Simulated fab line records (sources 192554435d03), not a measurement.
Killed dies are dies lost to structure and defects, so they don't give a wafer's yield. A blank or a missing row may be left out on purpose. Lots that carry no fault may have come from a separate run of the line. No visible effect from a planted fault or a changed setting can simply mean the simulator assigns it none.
The tool behind it: which one? || flow n5-finfet || at 1 step of a route of 1938, 6 lots with 17 wafers sampled

== WHAT THE GAUGES SHOWED, per wafer ==
N5_BEOL_M10_CD_MEAS_28: target cd 70 nm.
{"lot": "L433", "measured": "day 10 06:10", "on": "cd-sem-01", "cd-nm (nm)": "70.1 70.0 69.8"}
{"lot": "L437", "measured": "day 10 23:52", "on": "cd-sem-01", "cd-nm (nm)": "67.8 67.9 67.6"}
{"lot": "L441", "measured": "day 12 20:40", "on": "cd-sem-01", "cd-nm (nm)": "70.4 71.3"}
{"lot": "L445", "measured": "day 13 14:04", "on": "cd-sem-02", "cd-nm (nm)": "70.1 68.2 69.2"}
{"lot": "L452", "measured": "day 15 23:08", "on": "cd-sem-01", "cd-nm (nm)": "68.5 69.4 68.8"}
{"lot": "L455", "measured": "day 16 19:26", "on": "cd-sem-03", "cd-nm (nm)": "70.8 70.1 70.1"}

== TOOL THAT RAN EACH LOT (tool first, then ch and the chambers of the sampled wafers, then the start) ==
No process step before these readings appears in the record.

== THE ANSWER, worked out from the rows above alone ==
Rule: what is usual is taken from the lots themselves. The widest of any qualifying gaps counts: lots, ordered by their means at a reading, are off when they make up no more than a third of the lots, leave a main group of 4 or more, and stand apart from it by 3 or more times the standard deviation of that group's means. The tables above print the reading to a certain number of digits; a main group whose means all agree to those digits is not used. Also off: a lot with no number at a reading for which 4 or more lots have one. The other lots that the step has rows for count as sound.
No lot is off on any of the readings shown, so nothing can be concluded from this.

== WHAT HAD BEEN PUT IN BY THE SIMULATOR ==
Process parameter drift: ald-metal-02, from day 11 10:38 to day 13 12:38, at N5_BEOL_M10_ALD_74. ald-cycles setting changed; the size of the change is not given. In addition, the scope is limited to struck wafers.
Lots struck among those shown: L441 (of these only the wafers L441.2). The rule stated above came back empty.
